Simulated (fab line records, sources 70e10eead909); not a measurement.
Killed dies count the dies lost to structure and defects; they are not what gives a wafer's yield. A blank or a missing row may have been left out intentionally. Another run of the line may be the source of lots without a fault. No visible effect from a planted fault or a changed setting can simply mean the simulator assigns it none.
Which tool did it?    flow nand_harc    6 lots with 18 wafers sampled at 5 steps, on a route of 1159 steps

## WHAT THE GAUGES READ, wafer by wafer
NHARC_END_SORT_01.
lot   measured      on         killed_at_periphery
L704  day 21 02:23  prober-01  2 3 3
L717  day 24 04:29  prober-01  2 1 2

## EACH LOT AND THE TOOL THAT RAN IT (in order: tool; ch and the chambers of the sampled wafers; start)
lot   NHARC_P_M1_ETCH_15                             NHARC_P_M1_ETCH_28                             NHARC_P_M1_ECD_22               NHARC_P_M1_CMP_23
L701  rie_diel-13 ch 0,3, day 6 19:47 or earlier     rie_diel-12 ch 0,1,3, day 6 19:47 or earlier   ecd_cu-01 ch 0,1, day 6 19:47   cmp-03 ch 1,2, day 6 20:32
L704  rie_diel-11 ch 0,3, day 7 15:45 or earlier     rie_diel-13 ch 0,2,3, day 7 15:45 or earlier   ecd_cu-01 ch 0,1, day 7 15:45   cmp-03 ch 2,3, day 7 16:25
L708  rie_diel-13 ch 2,3, day 8 18:35 or earlier     rie_diel-11 ch 1,2, day 8 18:35 or earlier     ecd_cu-01 ch 0,1, day 8 18:35   cmp-03 ch 1,3, day 8 19:16
L714  rie_diel-11 ch 1,3, day 10 05:37 or earlier    rie_diel-12 ch 0,1,3, day 10 05:37 or earlier  ecd_cu-01 ch 0,1, day 10 05:37  cmp-03 ch 1,3, day 10 06:18
L717  rie_diel-12 ch 0,1,3, day 10 17:01 or earlier  rie_diel-11 ch 0,2,3, day 10 17:01 or earlier  ecd_cu-01 ch 0,1, day 10 17:01  cmp-02 ch 0,2,3, day 10 17:48
L720  rie_diel-12 ch 0,2,3, day 11 19:17 or earlier  rie_diel-13 ch 0,2,3, day 11 19:17 or earlier  ecd_cu-02 ch 0,1, day 11 19:17  cmp-02 ch 2,3, day 11 20:02
- NHARC_P_M1_ETCH_15: etches the open film in C4F8/Ar, target depth 182.5 nm, time 91.2 s.
- NHARC_P_M1_ETCH_28: etches the open film in CF4/N2, target depth 30 nm, time 72.99 s.
- NHARC_P_M1_ECD_22: material Cu, target thk 400 nm.
- NHARC_P_M1_CMP_23: polishes, t overpolish 20 s, target thk 157.82 nm.

## THE ANSWER, worked out from the rows above alone
Rule: usual is defined by the lots themselves. Put in order of their means at a reading, lots are off if they are a third of the lots or fewer, leave a main group of 4 or more, and stand apart from it by a gap of 3 or more times the standard deviation of the main group's means; of several such gaps the widest counts. The tables above print the reading to a certain number of digits; a main group whose means all agree to those digits is not used. A lot without any number at a reading at which 4 lots or more have one is off too. The other lots that the step has rows for count as sound.
No lot is off at any reading shown: from this, nothing can be told.

## WHAT THE SIMULATOR HAD INSERTED
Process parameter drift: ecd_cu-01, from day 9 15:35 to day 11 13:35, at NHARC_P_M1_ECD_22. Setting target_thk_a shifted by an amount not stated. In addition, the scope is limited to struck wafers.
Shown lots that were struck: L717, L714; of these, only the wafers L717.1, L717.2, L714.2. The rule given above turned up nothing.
